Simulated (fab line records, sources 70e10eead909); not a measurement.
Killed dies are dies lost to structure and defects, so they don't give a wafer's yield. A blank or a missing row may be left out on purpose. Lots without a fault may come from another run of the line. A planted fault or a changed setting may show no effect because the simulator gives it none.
fab line records | flow nand_harc
record lots=6 wafers=18 last_day=24
route steps=1159 shown A_M0@1023 A_M1@1026 END@1159
lots that met no fault: from a run of the same line without faults
start_h: hours from the record's first day to the start of the lot's first wafer shown | wait_h: hours since the lot's step before | " the same as in the row above | L1.1+2: a row that stands for several wafers | - no value, or no start given | * or withheld: withheld | < > ~ a bound
route shown NAME@n: a module of which the file shows steps, and the number in the route of the first | usual: mean/standard deviation of fault-free wafers | same: alike in all rows | chamber/n: place in a boat | sites: the reading at each site | _std_site: their standard deviation | _edge_site: outer sites' mean less inner sites' | radius_mm: how far each site lies from the wafer's centre | mask NAME#n: copy n | behind: the tool/chamber that last shaped the wafer | hold: why the lot was held/for how many hours/how that ended | device: the transistor (n, p or np) that didn't switch | end of line: the same wafers' tests at the end of the route | a step without rows: its recipe alone | killed: dies lost to structure and defects at the first sort, not the wafer's yield | map: a wafer's dies, x killed, . not, _ none there
set.NAME: the setting as run; set.NAME@STEP: as run at that earlier step | model.NAME: the simulator's own value behind a step, which no gauge read
lots at some steps of the route; a table a step, a row a wafer
services: from which hour (start_h, from the record's first day; less than 0 if before it) a tool's chamber was out of use, for how many hours, and why
## steps
# step NHARC_A_M0_INSPECT_27
# usual raw_defect_count=439/130
# columns lot.wafer tool chamber start_h wait_h raw_defect_count
L378.1 defect_inspect-01 - 404.56 0.0 523
L378.2 " - " " 522
L378.6 " - " " 401
L381.4 defect_inspect-02 - 434.43 0.0 381
L381.5 " - " " 403
L381.6 " - " " 407
L382.1 defect_inspect-02 - 435.13 0.0 492
L382.3 " - " " 461
L382.4 " - " " 631
L383.1 defect_inspect-01 - 435.50 0.0 414
L383.2 " - " " 568
L383.6 " - " " 349
L392.1 defect_inspect-01 - 486.01 0.0 343
L392.2 " - " " 471
L392.5 " - " " 359
L397.2 defect_inspect-01 - 524.41 0.0 257
L397.3 " - " " 390
L397.6 " - " " 323
# step NHARC_A_M0_PRE_CLEAN_31
# recipe time_s=12 temp_c=370 rf_power_w=300 gas=NH3
# usual heater_power_w=636/69
# columns lot.wafer tool chamber start_h wait_h heater_power_w
L378.1 pecvd-02 2 405.21 0.6 711
L378.2 " 0 " " 628
L378.6 " 2 " " 707
L381.4 pecvd-02 0 434.54 0.1 643
L381.6 " 1 " " 582
L381.5 " 2 " " 788
L382.3 pecvd-02 0 435.50 0.4 575
L382.1 " 2 " " 740
L382.4 " 2 " " 729
L383.1 pecvd-04 1 435.63 0.1 555
L383.2 " 0 " " 641
L383.6 " 2 " " 736
L392.1 pecvd-01 1 486.08 0.1 653
L392.2 " 2 " " 662
L392.5 " 0 " " 681
L397.2 pecvd-01 2 524.48 0.1 692
L397.3 " 1 " " 641
L397.6 " 0 " " 659
# step NHARC_A_M0_DEP_32
# recipe target_thk_a=300 temp_c=370 target_thk_nm=30 pressure_torr=3 flow_sccm=200 rf_w=450 material=SiCN
# usual heater_power_w=600/74
# columns lot.wafer tool chamber start_h wait_h heater_power_w
L378.1 pecvd-02 2 405.32 0.1 793
L378.2 " 0 " " 600
L378.6 " 2 " " 650
L381.4 pecvd-02 0 434.70 0.2 612
L381.6 " 1 " " 517
L381.5 " 2 " " 793
L382.3 pecvd-02 0 435.58 0.1 603
L382.1 " 2 " " 702
L382.4 " 2 " " 698
L383.1 pecvd-04 1 435.71 0.1 563
L383.2 " 0 " " 587
L383.6 " 2 " " 619
L392.1 pecvd-01 1 486.16 0.1 578
L392.2 " 2 " " 584
L392.5 " 0 " " 531
L397.2 pecvd-01 2 524.56 0.1 611
L397.3 " 1 " " 516
L397.6 " 0 " " 592
# step NHARC_A_M1_DEP_00
# recipe target_thk_a=1825 target_thk_nm=182.5 temp_c=withheld pressure_torr=5 flow_sccm=200 rf_w=600 material=SiOC
# step NHARC_A_M1_DEHYDRATE_01
# recipe temp_c=150 time_s=120
# step NHARC_A_M1_HMDS_02
# recipe time_s=30
# step NHARC_A_M1_COAT_34
# recipe temp_c=200 time_s=65
# step NHARC_A_M1_COAT_03
# recipe spin_rpm=1500 resist_thk_nm=90
# step NHARC_A_M1_SOFTBAKE_04
# recipe temp_c=105 time_s=55
# step NHARC_A_M1_EBR_05
# step NHARC_A_M1_EXPOSE_06
# recipe na=1.35 target_cd_nm=120 dose_mj=75.13 mask_id=A_M1
# step NHARC_A_M1_PEB_07
# recipe peb_temp_c=100 peb_time_s=65
# usual exhaust_pa=45.0/0.93 heater_power_total_W=156.7/0.4
# columns lot.wafer tool chamber start_h wait_h exhaust_pa heater_power_total_W
L378.1 litho_track-06 0 406.59 0.1 44.4 156.9
L378.2 " 0 " " 46.2 156.3
L378.6 " 0 " " 45.5 156.1
L381.4 litho_track-06 0 435.73 0.0 43.7 156.5
L381.5 " 0 " " 44.5 162.9
L381.6 " 0 " " 45.8 157.2
L382.1 litho_track-06 0 436.63 0.1 45.1 162.2
L382.3 " 0 " " 44.0 155.9
L382.4 " 0 " " 45.0 156.2
L383.1 litho_track-04 0 436.75 0.1 45.2 157.1
L383.2 " 0 " " 44.7 156.1
L383.6 " 0 " " 44.6 156.7
L392.1 litho_track-01 0 487.76 0.1 44.6 156.8
L392.2 " 0 " " 43.5 156.9
L392.5 " 0 " " 44.6 156.5
L397.2 litho_track-04 0 525.72 0.1 43.9 156.4
L397.3 " 0 " " 44.8 156.1
L397.6 " 0 " " 43.9 156.7
# step NHARC_A_M1_DEVELOP_08
# recipe develop_time_s=35 dev_temp_c=23
# step NHARC_A_M1_CD_MEAS_09
# recipe target_cd_nm=120 landing_energy_ev=500
# usual cd_nm=120.2/0.56
# columns lot.wafer tool chamber start_h wait_h cd_nm
L378.1 cd_sem-01 0 406.67 - 120.6
L378.2 " 0 " " 119.9
L378.6 " 0 " " 120.2
L381.4 cd_sem-01 0 435.81 - 119.2
L381.5 " 0 " " 116.7
L381.6 " 0 " " 119.1
L382.1 cd_sem-02 0 436.71 - 116.7
L382.3 " 0 " " 119.7
L382.4 " 0 " " 118.6
L383.1 cd_sem-02 0 436.83 - 119.6
L383.2 " 0 " " 120.4
L383.6 " 0 " " 119.1
L392.1 cd_sem-02 0 487.84 - 120.5
L392.2 " 0 " " 120.1
L392.5 " 0 " " 120.5
L397.2 cd_sem-01 0 525.80 - 120.0
L397.3 " 0 " " 119.9
L397.6 " 0 " " 119.7
# step NHARC_A_M1_OVL_MEAS_10
# recipe pitch_nm=240
# usual overlay_x_nm=-0.1/0.77 overlay_y_nm=0.0/0.72
# columns lot.wafer tool chamber start_h wait_h overlay_x_nm overlay_y_nm
L378.1 overlay-02 - 406.76 - 0.0 -0.6
L378.2 " - " " 0.0 -0.5
L378.6 " - " " -0.1 0.1
L381.4 overlay-02 - 435.89 - 0.7 0.8
L381.5 " - " " 0.2 0.8
L381.6 " - " " 0.5 1.5
L382.1 overlay-01 - 436.79 - 0.8 1.0
L382.3 " - " " 0.7 1.5
L382.4 " - " " 0.4 1.4
L383.1 overlay-02 - 436.92 - 0.0 0.0
L383.2 " - " " 0.0 0.3
L383.6 " - " " -0.3 0.2
L392.1 overlay-01 - 487.93 - 0.9 0.0
L392.2 " - " " 0.6 0.1
L392.5 " - " " 1.3 0.0
L397.2 overlay-02 - 525.89 - 0.2 0.7
L397.3 " - " " 0.8 0.1
L397.6 " - " " 0.3 0.3
# step NHARC_A_M1_INSPECT_11
# usual raw_defect_count=33/15
# columns lot.wafer tool chamber start_h wait_h raw_defect_count
L378.1 defect_inspect-01 - 406.79 0.0 39
L378.2 " - " " 42
L378.6 " - " " 35
L381.4 defect_inspect-01 - 435.93 0.0 12
L381.5 " - " " 17
L381.6 " - " " 12
L382.1 defect_inspect-02 - 436.83 0.0 26
L382.3 " - " " 25
L382.4 " - " " 27
L383.1 defect_inspect-01 - 436.95 0.0 37
L383.2 " - " " 27
L383.6 " - " " 26
L392.1 defect_inspect-02 - 487.96 0.0 43
L392.2 " - " " 42
L392.5 " - " " 43
L397.2 defect_inspect-02 - 525.92 0.0 14
L397.3 " - " " 21
L397.6 " - " " 18
# step NHARC_A_M1_DESCUM_14
# recipe time_s=3 o2_flow_sccm=200 ar_flow_sccm=0 bias_power_w=0 chemistry=O2
# usual drypump_motor_current_A=5.43/0.27 oes_product_au=0.997/0.0081 rf_vpp_V=57.6/0.84 showerhead_plenum_p_Torr=1.87/0.076 throttle_valve_pct=11.310/0.0097
# columns lot.wafer tool chamber start_h wait_h drypump_motor_current_A oes_product_au rf_hours_counter_h rf_vpp_V showerhead_plenum_p_Torr throttle_valve_pct model.A_M1.cd_nm
L378.2 rie_diel-03 2 406.85 0.1 5.36 1.002 0 57.5 1.78 11.333 119.6
L378.1 " 0 " " 5.01 0.989 0 57.7 1.88 11.313 120.9
L378.6 " 3 " " 5.48 0.993 - 59.6 1.98 11.319 120
L381.4 rie_diel-01 2 436.00 0.1 4.92 0.995 8 58.6 1.94 11.320 119.6
L381.6 " 1 " " 5.32 0.996 - 58.1 1.86 11.309 119.7
L381.5 " 2 " " 4.92 0.986 - 58.3 1.94 11.301 117.4
L382.1 rie_diel-13 0 436.90 0.1 5.65 1.001 4 57.0 1.86 11.326 116.4
L382.3 " 2 " " 5.17 1.008 4 57.1 1.81 11.301 119.4
L382.4 " 0 " " 5.64 1.001 - 57.9 1.86 11.300 118.5
L383.2 rie_diel-03 2 437.02 0.1 5.34 0.998 1 55.6 1.78 11.288 120.1
L383.1 " 3 " " 5.48 0.996 2 58.6 1.98 11.282 119.3
L383.6 " 2 " " 5.33 1.004 - 58.0 1.78 11.312 118.9
L392.2 rie_diel-01 2 488.03 0.1 4.91 0.980 12 58.6 1.94 11.309 120.4
L392.1 " 3 " " 5.96 0.994 10 57.6 1.94 11.309 120.9
L392.5 " 1 " " 5.37 0.998 - 57.9 1.85 11.315 120.4
L397.3 rie_diel-13 0 525.98 0.1 5.64 0.997 1 57.4 1.86 11.311 119.7
L397.2 " 2 " " 5.18 0.992 2 57.7 1.81 11.318 120.4
L397.6 " 0 " " 5.65 1.005 - 57.1 1.86 11.313 119.7
# step NHARC_A_M1_ETCH_35
# recipe target_depth_a=400 overetch_a=120 time_s=43.94 ion_energy_ev=200 n2_flow_sccm=150 h2_flow_sccm=150 ar_flow_sccm=0 rf_w=400 bias_w=150 chemistry=N2/H2
# usual drypump_motor_current_A=5.44/0.29 oes_product_au=0.998/0.0073 rf_vpp_V=429.5/2.5 showerhead_plenum_p_Torr=2.00/0.082 throttle_valve_pct=14.173/0.0092
# columns lot.wafer tool chamber start_h wait_h drypump_motor_current_A oes_product_au rf_hours_counter_h rf_vpp_V showerhead_plenum_p_Torr throttle_valve_pct
L378.2 rie_diel-03 0 406.94 0.1 5.00 1.003 0 429.1 2.00 14.182
L378.1 " 1 " " 5.71 1.004 0 427.3 1.89 14.174
L378.6 " 1 " " 5.72 1.005 - 426.9 1.89 14.165
L381.4 rie_diel-01 0 436.08 0.1 5.61 0.993 8 431.3 2.08 14.170
L381.5 " 3 " " 5.98 0.997 - 432.9 2.07 14.175
L381.6 " 0 " " 5.59 0.988 - 431.9 2.08 14.173
L382.1 rie_diel-13 3 436.99 0.1 5.71 0.994 4 431.5 2.10 14.168
L382.3 " 0 " " 5.63 0.987 4 429.9 1.98 14.167
L382.4 " 2 " " 5.20 0.996 - 426.9 1.93 14.173
L383.2 rie_diel-03 0 437.11 0.1 5.00 1.003 2 430.5 2.00 14.165
L383.1 " 2 " " 5.35 1.010 1 427.1 1.89 14.180
L383.6 " 3 " " 5.48 0.999 - 433.1 2.11 14.190
L392.2 rie_diel-01 0 488.11 0.1 5.58 0.996 12 431.7 2.07 14.159
L392.1 " 2 " " 4.92 0.988 12 433.2 2.07 14.176
L392.5 " 1 " " 5.35 0.999 - 430.9 1.97 14.175
L397.3 rie_diel-13 3 526.07 0.1 5.71 1.005 1 432.8 2.10 14.168
L397.2 " 0 " " 5.65 0.992 1 428.0 1.98 14.179
L397.6 " 0 " " 5.65 0.997 - 428.5 1.98 14.172
# step NHARC_A_M1_ETCH_15
# recipe target_depth_a=1825 time_s=91.2 c4f8_flow_sccm=withheld ar_flow_sccm=400 rf_w=600 bias_w=300 chemistry=C4F8/Ar
# usual oes_product_au=0.955/0.021 rf_vpp_V=439.8/2.4
# columns lot.wafer tool chamber start_h wait_h oes_product_au rf_hours_counter_h rf_vpp_V
L378.1 rie_diel-03 2 - - 0.965 0 436.7
L378.2 " 0 " " 0.974 0 440.7
L378.6 " 2 " " 0.974 - 435.7
L381.4 rie_diel-01 2 - - 0.956 8 442.6
L381.5 " 0 " " 0.977 - 440.9
L381.6 " 1 " " 0.956 - 440.0
L382.3 rie_diel-13 3 - - 0.918 4 442.6
L382.1 " 0 " " 0.923 4 439.9
L382.4 " 3 " " 0.926 - 440.9
L383.1 rie_diel-03 3 - - 0.972 2 442.5
L383.2 " 0 " " 0.984 2 439.9
L383.6 " 2 " " 0.965 - 437.2
L392.1 rie_diel-01 1 - - 0.965 12 438.3
L392.2 " 2 " " 0.959 12 441.0
L392.5 " 1 " " 0.966 - 438.4
L397.2 rie_diel-13 0 - - 0.957 1 438.3
L397.3 " 3 " " 0.969 1 443.0
L397.6 " 0 " " 0.966 - 438.4
# step NHARC_A_M1_CD_MEAS_16
# usual cd_nm=120.2/0.7
# columns lot.wafer tool chamber start_h wait_h cd_nm
L378.1 cd_sem-01 - 407.16 - 121.2
L378.2 " - " " 119.2
L378.6 " - " " 120.5
L381.4 cd_sem-03 - 436.30 - 119.6
L381.5 " - " " 117.5
L381.6 " - " " 119.4
L382.1 cd_sem-03 - 437.24 - 116.1
L382.3 " - " " 119.3
L382.4 " - " " 118.1
L383.1 cd_sem-01 - 437.32 - 118.7
L383.2 " - " " 119.9
L383.6 " - " " 119.1
L392.1 cd_sem-02 - 488.33 - 121.0
L392.2 " - " " 120.5
L392.5 " - " " 120.4
L397.2 cd_sem-03 - 526.29 - 120.1
L397.3 " - " " 119.9
L397.6 " - " " 119.5
# step NHARC_A_M1_STRIP_18
# recipe power_w=1000 n2_flow_sccm=150 h2_flow_sccm=150 ar_flow_sccm=0 bias_w=0 chemistry=N2/H2
# usual drypump_motor_current_A=5.45/0.29 oes_product_au=0.997/0.0065 rf_vpp_V=90.5/1 showerhead_plenum_p_Torr=2.00/0.078 throttle_valve_pct=14.172/0.0091
# columns lot.wafer tool chamber start_h wait_h drypump_motor_current_A oes_product_au rf_hours_counter_h rf_vpp_V showerhead_plenum_p_Torr throttle_valve_pct
L378.2 rie_diel-01 2 407.24 0.1 4.91 0.993 5 92.7 2.07 14.185
L378.1 " 0 " " 5.59 0.997 6 89.1 2.08 14.182
L378.6 " 3 " " 5.92 0.992 - 92.2 2.07 14.155
L381.4 rie_diel-03 0 436.45 0.1 5.01 1.014 2 91.4 2.00 14.168
L381.5 " 1 " " 5.72 0.995 - 90.2 1.89 14.169
L381.6 " 2 " " 5.34 1.009 - 88.9 1.89 14.175
L382.4 rie_diel-13 1 437.34 0.1 5.44 0.983 3 91.2 2.06 14.170
L382.1 " 2 " " 5.20 0.989 4 90.9 1.93 14.177
L382.3 " 3 " " 5.70 0.994 4 90.8 2.10 14.166
L383.1 rie_diel-03 0 437.42 0.1 5.02 1.008 2 90.4 2.00 14.179
L383.2 " 1 " " 5.73 1.000 2 89.0 1.89 14.162
L383.6 " 0 " " 5.01 1.006 - 90.6 2.00 14.175
L392.2 rie_diel-01 2 488.46 0.1 4.91 0.995 12 91.5 2.07 14.175
L392.1 " 3 " " 5.95 0.998 10 91.2 2.07 14.159
L392.5 " 1 " " 5.36 1.019 - 90.7 1.97 14.182
L397.3 rie_diel-13 3 526.39 0.1 5.72 1.005 1 90.3 2.10 14.181
L397.2 " 1 " " 5.43 1.014 1 91.3 2.06 14.175
L397.6 " 2 " " 5.17 0.999 - 91.1 1.93 14.174
# step NHARC_A_M1_ETCH_28
# recipe target_depth_a=300 over_etch_frac=0.3 time_s=72.99 ion_energy_ev=150 cf4_flow_sccm=50 n2_flow_sccm=100 ar_flow_sccm=150 rf_w=300 bias_w=100 chemistry=CF4/N2
# usual drypump_motor_current_A=5.43/0.28 oes_product_au=0.998/0.0076 rf_vpp_V=313.3/1.7 showerhead_plenum_p_Torr=2.58/0.091 throttle_valve_pct=19.794/0.0087
# columns lot.wafer tool chamber start_h wait_h drypump_motor_current_A oes_product_au rf_hours_counter_h rf_vpp_V showerhead_plenum_p_Torr throttle_valve_pct model.A_M1.cd_nm
L378.1 rie_diel-01 2 - - 4.91 0.990 5 316.4 2.66 19.802 120.5
L378.2 " 1 " " 5.34 1.008 6 314.1 2.55 19.796 119.5
L378.6 " 2 " " 4.93 0.992 - 315.4 2.66 19.797 120.2
L381.4 rie_diel-03 3 - - 5.43 0.997 2 315.7 2.71 19.802 119.7
L381.6 " 1 " " 5.76 1.004 - 310.6 2.45 19.796 119.5
L381.5 " 2 " " 5.38 1.015 - 311.2 2.45 19.788 117
L382.4 rie_diel-13 0 - - 5.66 0.994 4 312.8 2.55 19.794 117.4
L382.3 " 1 " " 5.43 0.994 3 315.5 2.65 19.802 119.4
L382.1 " 3 " " 5.71 0.998 4 315.1 2.70 19.785 116.2
L383.1 rie_diel-03 1 - - 5.72 1.014 2 310.7 2.45 19.810 118.6
L383.2 " 0 " " 5.00 1.015 2 314.2 2.58 19.810 119.2
L383.6 " 1 " " 5.74 1.004 - 310.1 2.45 19.802 118.8
L392.2 rie_diel-01 1 - - 5.39 1.000 12 312.5 2.55 19.793 120.3
L392.1 " 2 " " 4.93 1.003 12 315.5 2.66 19.789 120.7
L392.5 " 1 " " 5.38 1.000 - 312.2 2.55 19.797 120.3
L397.3 rie_diel-13 2 - - 5.19 0.996 2 313.1 2.49 19.785 119.8
L397.2 " 0 " " 5.65 0.999 2 312.4 2.55 19.795 120.2
L397.6 " 3 " " 5.73 1.006 - 315.1 2.70 19.793 119.8
# step NHARC_A_M1_STRIP_19
# recipe time_s=600 temp_c=30 chemistry=post_etch_residue_remover
# step NHARC_END_SORT_01
# recipe temp_c=25
# usual defect_limited_yield=95.1/1.8 killed_at_array=29/11 killed_at_other=0.6/0.89 killed_at_periphery=3.8/2.8 killed_dies=33/12 killed_open=3.5/1.9 killed_short=1.9/1.3 sort_bin_2_pct=1.5/0.72 sort_bin_3_pct=0.28/0.23 sort_bin_4_pct=3.1/1.2 sort_n_pass=644/12 sort_rim_yield_pct=94.8/2.9 sort_yield_pct=95.1/1.8
# same gross_dies=677 sort_bin_5_pct[%]=0 sort_bin_6_pct[%]=0 sort_bin_7_pct[%]=0 sort_bin_8_pct[%]=0 sort_rim_n_gross=106.00
# columns lot.wafer tool chamber start_h wait_h defect_limited_yield[%] killed_at_array killed_at_other killed_at_periphery killed_dies killed_open killed_short sort_bin_2_pct[%] sort_bin_3_pct[%] sort_bin_4_pct[%] sort_n_pass sort_rim_yield_pct[%] sort_yield_pct[%]
L378.1 prober-01 0 454.84 2.5 93.4 41 0 4 45 4 0 1.8 0.30 4.6 632 93.4 93.4
L378.2 prober-01 0 455.64 2.8 93.1 40 2 5 47 3 5 1.3 0.30 5.3 630 90.6 93.1
L378.6 prober-01 0 458.83 4.0 92.6 41 0 9 50 8 3 3.0 0.30 4.1 627 93.4 92.6
L382.1 prober-01 0 473.41 2.5 95.4 30 0 1 31 5 3 1.5 0.30 2.8 646 92.5 95.4
L382.3 prober-01 0 475.03 3.1 96.8 18 0 4 22 4 1 0.9 0.30 2.1 655 95.3 96.8
L382.4 prober-01 0 475.84 3.4 95.1 24 0 9 33 5 0 0.7 0.30 3.8 644 94.3 95.1
L383.1 prober-02 0 481.25 2.5 94.7 33 0 3 36 5 2 1.6 0.30 3.4 641 92.5 94.7
L383.2 prober-02 0 482.04 2.8 94.7 32 1 3 36 3 7 1.2 0.59 3.5 641 98.1 94.7
L383.6 prober-02 0 485.24 4.0 96.5 20 1 3 24 3 2 1.5 0.15 1.9 653 97.2 96.5
L392.1 prober-02 0 526.07 2.5 94.2 36 0 3 39 0 3 1.5 0.15 4.1 638 91.5 94.2
L392.2 prober-02 0 526.88 2.8 92.3 37 0 15 52 4 2 2.5 0.44 4.7 625 96.2 92.3
L392.5 prober-02 0 529.29 3.7 95.1 27 0 6 33 2 0 2.5 0 2.4 644 88.7 95.1
L397.2 prober-02 0 571.37 2.9 97.9 12 0 2 14 3 0 0.6 0 1.5 663 98.1 97.9
L397.3 prober-02 0 572.18 3.2 98.2 12 0 0 12 0 1 1.0 0.44 0.3 665 95.3 98.2
L397.6 prober-02 0 574.59 4.0 97.3 17 1 0 18 1 3 0.6 0.15 1.9 659 95.3 97.3
# killed by level:class
L378.1 A_CHANNEL_HOLE_D1:chamber_film_flake=16 A_SLIT:chamber_film_flake=13 A_CONTACT:chamber_film_flake=3 A_M1:chamber_film_flake=3 P_M1:chamber_film_flake=2 A_CHANNEL_FILL_D1:chamber_film_flake=2 A_STAIRCASE:chamber_film_flake=2 P_GATE:geometric_particle:open=1
L378.2 A_CHANNEL_HOLE_D1:chamber_film_flake=13 A_SLIT:chamber_film_flake=8 A_CONTACT:chamber_film_flake=7 P_M1:chamber_film_flake=4 A_M1:chamber_film_flake=3 A_ONON_D1:geometric_particle:open=2 A_CHANNEL_HOLE_D1:geometric_particle:short=2 A_CHANNEL_FILL_D1:chamber_film_flake=2
L378.6 A_CHANNEL_HOLE_D1:chamber_film_flake=14 A_SLIT:chamber_film_flake=12 A_CONTACT:chamber_film_flake=5 P_M0:geometric_particle:open=2 P_GATE:chamber_film_flake=2 P_BONDPAD:chamber_film_flake=2 A_M1:chamber_film_flake=2 P_GATE:geometric_particle:open=1
L382.1 A_SLIT:chamber_film_flake=15 A_STAIRCASE:chamber_film_flake=5 A_M0:geometric_particle:open=2 A_CHANNEL_HOLE_D1:chamber_film_flake=2 P_STI:geometric_particle:open=1 A_ONON_D1:geometric_particle:open=1 A_CHANNEL_FILL_D1:geometric_particle:short=1 A_WL_FILL:geometric_particle:short=1
L382.3 A_SLIT:chamber_film_flake=7 P_M1:chamber_film_flake=3 A_CHANNEL_HOLE_D1:chamber_film_flake=3 A_M0:chamber_film_flake=2 P_M1:geometric_particle:open=1 A_SOURCE_PLATE:geometric_particle:short=1 A_WL_FILL:geometric_particle:open=1 A_CONTACT:geometric_particle:open=1
L382.4 A_SLIT:chamber_film_flake=8 P_CONTACT:geometric_particle:open=4 P_M1:chamber_film_flake=4 A_CHANNEL_HOLE_D1:chamber_film_flake=4 A_M0:chamber_film_flake=4 A_STAIRCASE:chamber_film_flake=3 A_CHANNEL_FILL_D1:chamber_film_flake=2 A_CONTACT:chamber_film_flake=2
L383.1 A_CHANNEL_HOLE_D1:chamber_film_flake=18 A_CONTACT:chamber_film_flake=4 A_STAIRCASE:chamber_film_flake=4 A_BLC:geometric_particle:open=2 P_GATE:geometric_particle:open=1 P_M1:geometric_particle:short=1 A_CHANNEL_FILL_D1:geometric_particle:open=1 A_WL_FILL:geometric_particle:short=1
L383.2 A_CHANNEL_HOLE_D1:chamber_film_flake=17 A_STAIRCASE:chamber_film_flake=4 A_CONTACT:chamber_film_flake=2 P_CONTACT:geometric_particle:open=1 P_CONTACT:geometric_particle:short=1 A_SOURCE_PLATE:geometric_particle:short=1 A_CHANNEL_HOLE_D1:geometric_particle:short=1 A_CHANNEL_FILL_D1:geometric_particle:short=1
L383.6 A_CHANNEL_HOLE_D1:chamber_film_flake=14 P_CONTACT:chamber_film_flake=2 A_STAIRCASE:chamber_film_flake=2 P_CONTACT:geometric_particle:open=1 A_CHANNEL_FILL_D1:geometric_particle:short=1 A_SGD_CUT:geometric_particle:open=1 A_M0:geometric_particle:open=1 STARTING-WAFER:geometric_particle:short=1
L392.1 A_CHANNEL_HOLE_D1:chamber_film_flake=16 A_SLIT:chamber_film_flake=13 P_CONTACT:chamber_film_flake=3 A_WL_FILL:geometric_particle:short=2 A_CONTACT:chamber_film_flake=2 A_ONON_D1:geometric_particle:short=1 A_STAIRCASE:chamber_film_flake=1 A_WL_FILL:chamber_film_flake=1
L392.2 A_CHANNEL_HOLE_D1:chamber_film_flake=16 P_CONTACT:chamber_film_flake=11 A_SLIT:chamber_film_flake=9 A_CONTACT:chamber_film_flake=3 A_CONTACT:geometric_particle:open=2 A_CONTACT:geometric_particle:short=2 P_GATE:chamber_film_flake=2 A_STAIRCASE:chamber_film_flake=2
L392.5 A_CHANNEL_HOLE_D1:chamber_film_flake=15 A_SLIT:chamber_film_flake=8 P_CONTACT:chamber_film_flake=5 A_ONON_D1:geometric_particle:open=2 A_WL_FILL:chamber_film_flake=2 P_ZERO_WELL:chamber_film_flake=1
L397.2 A_CHANNEL_HOLE_D1:chamber_film_flake=6 A_CONTACT:chamber_film_flake=3 P_M0:geometric_particle:open=2 A_M0:geometric_particle:open=1 A_ZERO_WELL:chamber_film_flake=1 A_SLIT:chamber_film_flake=1
L397.3 A_CHANNEL_HOLE_D1:chamber_film_flake=5 A_ZERO_WELL:chamber_film_flake=3 A_CONTACT:chamber_film_flake=3 A_ONON_D1:geometric_particle:short=1
L397.6 A_CHANNEL_HOLE_D1:chamber_film_flake=8 A_CONTACT:chamber_film_flake=5 A_SOURCE_PLATE:geometric_particle:short=1 A_CHANNEL_FILL_D1:geometric_particle:short=1 A_SGD_CUT:geometric_particle:short=1 A_BLC:geometric_particle:open=1 THIN_TSV:chamber_film_flake=1
## services
# columns tool chamber start_h hours kind
rie_diel-13 0 383.00 - clean
rie_diel-13 1 383.00 - clean
rie_diel-03 - 392.30 9.0 pm
rie_diel-13 3 396.94 2.5 repair
rie_diel-01 0 401.18 2.2 repair
pecvd-01 - 418.31 13.0 pm
pecvd-04 - 419.01 0.6 repair
rie_diel-01 3 420.44 7.2 repair
rie_diel-13 1 424.98 12.3 repair
rie_diel-03 0 432.15 1.8 repair
litho_track-01 - 443.00 7.0 pm
rie_diel-03 - 446.19 0.1 repair
rie_diel-13 - 453.00 9.0 pm
rie_diel-03 - 457.98 0.3 repair
rie_diel-01 1 458.10 4.9 repair
litho_track-06 - 467.00 7.0 pm
litho_track-04 - 491.00 7.0 pm
rie_diel-01 - 491.80 9.0 pm
rie_diel-13 1 496.12 12.2 repair
rie_diel-13 - 500.52 0.2 repair
rie_diel-13 3 505.57 6.3 repair
rie_diel-01 2 508.15 16.4 repair
pecvd-02 - 515.16 13.0 pm
rie_diel-13 - 522.48 1.9 repair
## key
first_sign step=NHARC_A_M1_PEB_07 reading=heater_power_total_W direction=up sigmas=15 usual=* struck=*
effect step=NHARC_A_M1_CD_MEAS_09 reading=cd_nm direction=down sigmas=6.2 usual=120.2 struck=116.7
effect step=NHARC_A_M1_CD_MEAS_16 reading=cd_nm direction=down sigmas=4.8 usual=120.2 struck=116.8
model_effect step=NHARC_A_M1_DESCUM_14 value=A_M1.cd_nm without=119.3 struck=116.9
model_effect step=NHARC_A_M1_ETCH_28 value=A_M1.cd_nm without=119 struck=116.6
met_at NHARC_A_M1_PEB_07
struck_wafers L381.5,L382.1
onset_between 406.59 435.73
fault kind=process_parameter_drift tool=litho_track-06 chamber=- onset_h=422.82 steps=NHARC_A_M1_PEB_07 channel=peb_time_s offset=* shape=step end_h=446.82 scope=struck_wafers_only acts_in=* stated=*
